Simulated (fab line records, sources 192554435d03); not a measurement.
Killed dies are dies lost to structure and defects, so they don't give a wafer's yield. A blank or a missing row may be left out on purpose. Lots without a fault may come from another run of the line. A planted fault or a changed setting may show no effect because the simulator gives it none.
A struck lot beside a sound one | flow n5_finfet | 14 steps out of a route of 1938
Sound: wafers L840.1, L840.2, L840.6. Struck: wafer L842.1. (L842.4, L842.6 of the same lot were not struck and are left out.) The cause comes at the end.
At each step with rows: each side's tool, then ch and its chambers, then its first start. Under that, the readings that differ: sound wafers | struck wafers | difference of the means | sigmas: that difference in standard deviations of wafers without a fault.
alike: readings whose means differ by less than 2 such deviations, and words and numbers that are the same on both sides. not compared: withheld readings, readings that some wafer has no value for, bounds like >300 that may hide the same value, and numbers for which the record gives no deviation and whose values overlap.
The two part at a step that has a row with sigmas, a row that says differs or no value, or rows on one side only. Numbers that don't overlap but have no deviation are shown without sigmas and don't part them. A reading that every wafer of one side lacks parts them only if that side has two wafers or more.

first, 1 step without rows for these wafers: N5_HKMG_FIN_ETCHBACK_68 (etches the open film in Cl2/Ar, stops on HfO2, target depth 0.5 nm).
N5_HKMG_FIN_STRIP_69: strips in N2/H2, time 360 s.
  sound on plasma_asher-01 ch 0,1, day 7 16:49; struck on plasma_asher-02 ch 0, day 7 23:34
  alike: drypump_motor_current_A, heater_power_w
  not compared: rf_hours_counter_h
then, 1 step without rows for these wafers: N5_HKMG_FIN_ALD_21 (deposits TiN, target thk 1.5 nm, pulse time 1 s, purge time 3 s).
N5_HKMG_FIN_ALD_72: deposits W, target thk 2 nm, pulse time 1 s, purge time 2 s.
  sound on cvd_w-01 ch 0,1, day 7 17:35; struck on cvd_w-01 ch 0, day 8 00:19
  alike: heater_power_w, precursor_pulse_height_rel
  not compared: since_wet_clean_h
then, 4 steps without rows for these wafers: N5_HKMG_FIN_W_FILL_22 (material W, target thk 60 nm, time 18.2 s); N5_HKMG_FIN_PRECLEAN_83 (cleans in DIW, time 57.5 s); N5_HKMG_FIN_SRD_84 (dry time 32 s); N5_HKMG_FIN_CMP_23 (polishes, stops on SiNx, t overpolish 10 s, target thk 46.326 nm).
N5_HKMG_FIN_CMP_94: polishes, stops on SiNx, t overpolish 4.7 s, target thk 43.299 nm.
  sound on cmp-04 ch 1,2,3, day 7 18:18; struck on cmp-04 ch 1, day 8 00:59
  alike: motor_current_A
N5_HKMG_FIN_INSPECT_28: inspects for defects (darkfield).
  sound on defect_inspect-01, day 7 18:28; struck on defect_inspect-02, day 8 01:13
  alike: raw_defect_count
N5_GATE_CUT_ETCHBACK_00: etches W in SF6/Cl2.
  sound on rie_metal-03 ch 0,1, day 7 18:31; struck on rie_metal-02 ch 1, day 8 01:15
  reading    | sound             | struck | difference | sigmas
  bias_w (W) | 79.92 79.83 80.01 | 80.50  | +0.58      | +2
  alike: drypump_motor_current_A, oes_product_au, throttle_valve_pct
  not compared: rf_hours_counter_h
N5_GATE_CUT_ETCH_56: etches TiN in Cl2/Ar, target depth 21.6 nm.
  sound on rie_metal-03 ch 0,1, day 7 18:38; struck on rie_metal-02 ch 1, day 8 01:22
  reading                  | sound             | struck | difference | sigmas
  rf_fwd_power_W (W)       | 593.7 596.0 594.2 | 450.7  | -143.9     | -69
  model.etch.depth_nm (nm) | 22.46 20.99 22.33 | 17.64  | -4.29      |
  alike: bias_w, drypump_motor_current_A, oes_product_au, throttle_valve_pct
  not compared: rf_hours_counter_h
N5_GATE_CUT_ETCHBACK_30: etches TiN in Cl2/Ar, target depth 3 nm.
  sound on rie_metal-03 ch 0,1, day 7 18:43; struck on rie_metal-02 ch 1, day 8 01:28
  alike: bias_w, drypump_motor_current_A, oes_product_au, throttle_valve_pct
  not compared: rf_hours_counter_h
-- the record jumps here: 5 days lie between the struck wafers' starts before and after (it left off in module GATE_CUT and takes up again in module BEOL_M4, whose first step shown is number 1111 of the route) --
N5_BEOL_M4_RC_MEAS_101:
  sound on prober-01 ch 0, day 14 14:39; struck on prober-01 ch 0, day 12 21:05
  alike: DIBL_N, DIBL_P, IOFF_N, IOFF_P, ION_N, ION_P, SS_N, SS_P, VT_N, VT_P

WHERE THEY PART
First at N5_GATE_CUT_ETCHBACK_00; last, within this record, at N5_GATE_CUT_ETCH_56. Later steps at which nothing parts them and some readings are alike: N5_GATE_CUT_ETCHBACK_30, N5_BEOL_M4_RC_MEAS_101.

WHY: what the simulator had put in
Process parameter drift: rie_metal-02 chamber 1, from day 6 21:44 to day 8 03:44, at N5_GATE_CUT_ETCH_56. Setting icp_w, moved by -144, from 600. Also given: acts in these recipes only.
